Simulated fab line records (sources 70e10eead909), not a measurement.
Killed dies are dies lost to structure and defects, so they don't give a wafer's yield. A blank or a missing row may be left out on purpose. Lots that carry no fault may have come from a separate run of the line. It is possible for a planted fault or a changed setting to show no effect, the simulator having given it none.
Which tool is to blame? | flow nand harc | Sampling: 12 lots, 36 wafers, 5 of 1302 route steps

## WHAT THE GAUGES SHOWED, per wafer
NHARC_A_DECK1_JOINT_THK_MEAS_17: measures by ellipsometry. Usual: thk nm reads 45.1 nm (standard deviation 1.1).
lot  | measured     | on            | thk nm (nm)    | flag
L112 | day 12 18:56 | film metro-01 | 45.8 46.4 47.8 |
L114 | day 13 17:16 | film metro-02 | 45.1 45.9 45.8 |
L117 | day 14 13:38 | film metro-02 | 45.8 43.9 45.8 |
L120 | day 15 17:43 | film metro-02 | 43.7 44.5 45.3 |
L119 | day 15 17:44 | film metro-01 | 43.4 46.7 45.9 |
L121 | day 16 21:35 | film metro-01 | 44.5 45.4 46.0 |
L123 | day 17 14:01 | film metro-01 | 44.3 42.9 46.1 |
L124 | day 18 01:07 | film metro-02 | 44.8 44.1 43.9 |
L126 | day 18 12:31 | film metro-01 | 45.6 45.3 45.8 |
L130 | day 20 04:33 | film metro-02 | 43.3 42.9 44.8 |
L133 | day 21 07:31 | film metro-02 | 45.5 46.0 45.2 |
L134 | day 22 03:46 | film metro-01 | 43.9 45.6 44.4 |

NHARC_A_ONON_D2_THK_MEAS_02: measures by ellipsometry. Usual: thk nm reads 1001 nm (standard deviation 9.2).
lot  | measured     | on            | thk nm (nm)    | flag
L112 | day 12 19:33 | film metro-01 | 1006 1006 1006 |
L114 | day 13 17:52 | film metro-01 | 998 996 1000   |
L117 | day 14 14:16 | film metro-02 | 1010 1010 1010 |
L120 | day 15 18:19 | film metro-01 | 1015 1016 1013 |
L119 | day 15 18:22 | film metro-02 | 988 989 988    |
L121 | day 16 22:11 | film metro-01 | 1003 1005 1004 |
L123 | day 17 14:37 | film metro-02 | 996 995 995    |
L124 | day 18 01:44 | film metro-02 | 993 994 994    |
L126 | day 18 13:08 | film metro-02 | 993 991 993    |
L130 | day 20 05:10 | film metro-01 | 1002 1002 1003 |
L133 | day 21 08:07 | film metro-01 | 1016 1017 1017 |
L134 | day 22 04:23 | film metro-01 | 1010 1010 1012 |

NHARC_A_ONON_D2_THK_MEAS_34: measures by ellipsometry. Usual: thk nm reads 200.2 nm (standard deviation 2.9).
lot  | measured     | on            | thk nm (nm)       | flag
L112 | day 13 05:11 | film metro-01 | 198.6 205.0 208.2 |
L114 | day 14 06:45 | film metro-01 | 195.8 204.4 199.5 |
L117 | day 15 02:34 | film metro-02 | 199.5 199.9 200.3 |
L120 | day 16 06:52 | film metro-02 | 196.4 197.9 199.0 |
L119 | day 16 06:44 | film metro-02 | 199.4 206.5 205.5 |
L121 | day 17 10:57 | film metro-01 | 199.3 201.7 204.1 |
L123 | day 18 06:23 | film metro-02 | 201.3 196.1 202.9 |
L124 | day 18 14:05 | film metro-02 | 193.9 215.6 194.9 |
L126 | day 19 02:10 | film metro-01 | 200.3 201.7 222.4 |
L130 | day 20 17:53 | film metro-02 | 205.6 202.8 206.0 |
L133 | day 21 20:44 | film metro-01 | 203.2 205.4 205.0 |
L134 | day 22 17:34 | film metro-02 | 195.3 195.1 201.7 |

## TOOL THAT RAN EACH LOT (tool first, then ch and the chambers of the sampled wafers, then the start)
lot  | NHARC_A_DECK1_JOINT_DEP_16      | NHARC_A_ONON_D2_DEP_33
L112 | pecvd-03 ch 0,2, day 12 18:40   | pecvd-01 ch 0,1,2, day 13 04:47
L114 | pecvd-03 ch 0,2, day 13 17:01   | pecvd-04 ch 0,1, day 14 06:13
L117 | pecvd-04 ch 0,1, day 14 13:22   | pecvd-01 ch 1,2, day 15 02:09
L120 | pecvd-04 ch 0,1, day 15 17:23   | pecvd-01 ch 0,2, day 16 06:26
L119 | pecvd-03 ch 0,1, day 15 17:31   | pecvd-02 ch 1,2, day 16 06:21
L121 | pecvd-03 ch 0,1,2, day 16 21:23 | pecvd-01 ch 0,1,2, day 17 10:40
L123 | pecvd-04 ch 0,1, day 17 13:38   | pecvd-01 ch 0,1,2, day 18 05:58
L124 | pecvd-01 ch 0,1,2, day 18 00:50 | pecvd-01 ch 0,1,2, day 18 13:40
L126 | pecvd-01 ch 0,1,2, day 18 12:16 | pecvd-01 ch 0,1, day 19 01:48
L130 | pecvd-03 ch 0,2, day 20 04:18   | pecvd-02 ch 1,2, day 20 17:28
L133 | pecvd-01 ch 0,1,2, day 21 07:13 | pecvd-02 ch 0,1,2, day 21 20:22
L134 | pecvd-03 ch 0,1,2, day 22 03:29 | pecvd-01 ch 0,2, day 22 17:01
- NHARC_A_DECK1_JOINT_DEP_16: deposits SiO2, target thk 45 nm.
- NHARC_A_ONON_D2_DEP_33: deposits SiO2, target thk 200 nm.

## WHAT THE TOOLS THEMSELVES READ (means of the sampled wafers that have a number; where no wafer has one, the mark that the record gives instead)
NHARC_A_DECK1_JOINT_DEP_16. Usual: heater power outer w 305 W, standard deviation 41; heater power w 559 W, standard deviation 64; rf fwd power W 896.1 W, standard deviation 2.9; showerhead vpp V 1880 V, standard deviation 110; throttle valve pct 16.0 %, standard deviation 0.51.
lot  | tool     | heater power outer w (W) | heater power w (W) | rf fwd power W (W) | showerhead vpp V (V) | throttle valve pct (%) | flag
L112 | pecvd-03 | 298                      | 565                | 894.0              | 1859                 | 16.4                   |
L114 | pecvd-03 | 323                      | 601                | 896.9              | 1857                 | 16.6                   |
L117 | pecvd-04 | 307                      | 528                | 896.3              | 1744                 | 15.7                   |
L120 | pecvd-04 | 318                      | 550                | 897.5              | 1763                 | 15.6                   |
L119 | pecvd-03 | 310                      | 604                | 894.3              | 1849                 | 15.9                   |
L121 | pecvd-03 | 359                      | 656                | 894.5              | 1832                 | 16.0                   |
L123 | pecvd-04 | 306                      | 534                | 896.2              | 1766                 | 15.6                   |
L124 | pecvd-01 | 286                      | 531                | 894.8              | 1974                 | 15.9                   |
L126 | pecvd-01 | 296                      | 546                | 897.9              | 1973                 | 15.8                   |
L130 | pecvd-03 | 277                      | 526                | 894.7              | 1846                 | 16.6                   |
L133 | pecvd-01 | 286                      | 535                | 897.0              | 1971                 | 16.2                   |
L134 | pecvd-03 | 333                      | 613                | 896.4              | 1846                 | 16.4                   |

NHARC_A_ONON_D2_DEP_33. Usual: heater power outer w 293 W, standard deviation 44; heater power w 530 W, standard deviation 50; rf fwd power W 898.1 W, standard deviation 2.8; showerhead vpp V 1849 V, standard deviation 150; throttle valve pct 15.8 %, standard deviation 0.54.
lot  | tool     | heater power outer w (W) | heater power w (W) | rf fwd power W (W) | showerhead vpp V (V) | throttle valve pct (%) | flag
L112 | pecvd-01 | 327                      | 591                | 898.7              | 1983                 | 16.0                   |
L114 | pecvd-04 | 338                      | 574                | 898.9              | 1759                 | 15.6                   |
L117 | pecvd-01 | 298                      | 519                | 899.0              | 1936                 | 15.9                   |
L120 | pecvd-01 | 284                      | 552                | 898.9              | 2003                 | 15.3                   |
L119 | pecvd-02 | 288                      | 498                | 900.6              | 1666                 | 15.9                   |
L121 | pecvd-01 | 309                      | 558                | 899.9              | 1970                 | 15.8                   |
L123 | pecvd-01 | 279                      | 525                | 899.6              | 1961                 | 15.9                   |
L124 | pecvd-01 | 272                      | 502                | 1016.4             | 2093                 | 15.8                   | OFF
L126 | pecvd-01 | 278                      | 526                | 1016.8             | 2128                 | 16.2                   | OFF
L130 | pecvd-02 | 294                      | 523                | 893.2              | 1673                 | 16.3                   |
L133 | pecvd-02 | 253                      | 477                | 898.8              | 1744                 | 16.0                   |
L134 | pecvd-01 | 272                      | 542                | 896.3              | 2023                 | 15.4                   |

## THE ANSWER, worked out from the rows above alone
Rule: a lot is off if the mean of its wafers that have a number lies more than 3 standard deviations from the usual mean. Also off: a lot with no number at a reading for which 4 or more lots have one. Where the step has rows for the other lots, those lots are counted as sound. The gauges are gone through in route order, then the tools' own readings, and for those a lot's mean is taken as printed above. The first step at which some lot is off is used, and at that step the reading that is off furthest; a lot without a number counts as furthest.
Off at NHARC_A_ONON_D2_DEP_33 (rf fwd power W): L124, L126.
If a tool, at that step or one of the process steps before it, ran each lot that is off and ran no sound lot following the first of them, it fits. Not one of the candidates tried fits.

## WHAT WAS PUT IN BY THE SIMULATOR
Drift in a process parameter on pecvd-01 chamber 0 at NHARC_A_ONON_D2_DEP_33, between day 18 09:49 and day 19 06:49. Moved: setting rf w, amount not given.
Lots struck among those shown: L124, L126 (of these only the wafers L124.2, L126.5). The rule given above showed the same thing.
